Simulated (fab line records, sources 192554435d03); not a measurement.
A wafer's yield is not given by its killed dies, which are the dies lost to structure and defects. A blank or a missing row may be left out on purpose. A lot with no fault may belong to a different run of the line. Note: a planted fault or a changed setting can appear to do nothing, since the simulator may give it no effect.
Struck lot and sound lot, side by side / flow n5 finfet / 13 out of 1938 route steps
Sound: the wafers L418.2, L418.4, L418.5. Wafers L411.3, L411.4, L411.6 were the ones struck. At the end, the cause is stated.
At each step with rows: each side's tool, then ch and its chambers, then its first start. Under that, the readings that differ: sound wafers / struck wafers / difference of the means / sigmas: that difference in standard deviations of wafers without a fault.
alike: same words and numbers on both sides, and readings whose means sit less than 2 such deviations apart. not compared: any withheld reading, any reading some wafer has no value for, any bound like >300 that may hide the same value, and any number with overlapping values for which the record gives no deviation.
A row with sigmas, a row that says differs or no value, or rows on one side alone: a step with any of these is where the two part. When numbers do not overlap yet have no deviation, they are printed without sigmas and do not part them. A reading missing from all wafers of one side parts the sides only when that side holds two or more wafers.

first, 10 steps without rows for these wafers: N5_FIN_SAQP_ETCH_67 (etches SiNx in CH3F/O2, target depth 30 nm); N5_FIN_SAQP_STRIP_70 (strips in N2/H2); N5_FIN_SAQP_RECESS_71 (chemistry HF/NH3, target SiO2, target depth 3 nm, afs cycles 1, sublimation time 60 s); N5_FIN_SAQP_SPACER2_ALD_28 (deposits SiO2, target thk 8.1 nm, pulse time 1 s, purge time 2 s); N5_FIN_SAQP_SPACER2_ETCHBACK_29 (etches SiO2 in CHF3/O2, target depth 12.2 nm, time 6.1 s); N5_FIN_SAQP_MANDREL2_REMOVE_60 (chemistry HBr/Cl2/O2, target a-Si, stops on SiNx, bt time 10 s); N5_FIN_SAQP_HM_OPEN_33 (chemistry CH3F/O2, target SiNx, target depth 49.4 nm, time 70.6 s); N5_FIN_SAQP_ETCH_34 (etches SiO2 in C4F6/O2, target depth 45 nm, time 15 s); N5_FIN_SAQP_STRIP_77 (strips in N2/H2, time 90 s); N5_FIN_SAQP_ETCH_64 (etches SiO2 in CF4, target depth 1.5 nm).
N5_FIN_SAQP_FIN_ETCH_36: etches the open film in HBr/Cl2/O2, target depth 120 nm, time 50.4 s.
  sound on rie si-05 ch 2,3, day 6 10:31; struck on rie si-02 ch 0,2,3, day 4 14:27
reading=bias w (W); sound=101.6 101.5 101.7; struck=96.6 96.2 96.7; difference=-5.1; sigmas=-16
reading=oes product au (a.u.); sound=1.014 1.014 1.020; struck=0.947 0.950 0.979; difference=-0.057; sigmas=-2
  alike: drypump motor current A, throttle valve pct
  not compared: rf hours counter h
-- the record jumps here: 6 days lie between the struck wafers' starts before and after (it left off in module FIN_SAQP and takes up again in module BEOL_M4, whose first step shown is number 1111 of the route) --
N5_BEOL_M4_RC_MEAS_101:
  sound on prober-02 ch 0, day 12 08:26; struck on prober-02 ch 0, day 10 11:17
  alike: DIBL_N, DIBL_P, IOFF_N, IOFF_P, ION_N, ION_P, SS_N, SS_P, VT_N, VT_P
after that, 1 step had no rows for these wafers: N5_PASSIVATION_PROBE_49.

## WHERE THEY PART
Within this record, at N5_FIN_SAQP_FIN_ETCH_36 only. Later steps at which nothing parts them and some readings are alike: N5_BEOL_M4_RC_MEAS_101.

WHY: the cause the simulator had injected
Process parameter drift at N5_FIN_SAQP_FIN_ETCH_36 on rie si-02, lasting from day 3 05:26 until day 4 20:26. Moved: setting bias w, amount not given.
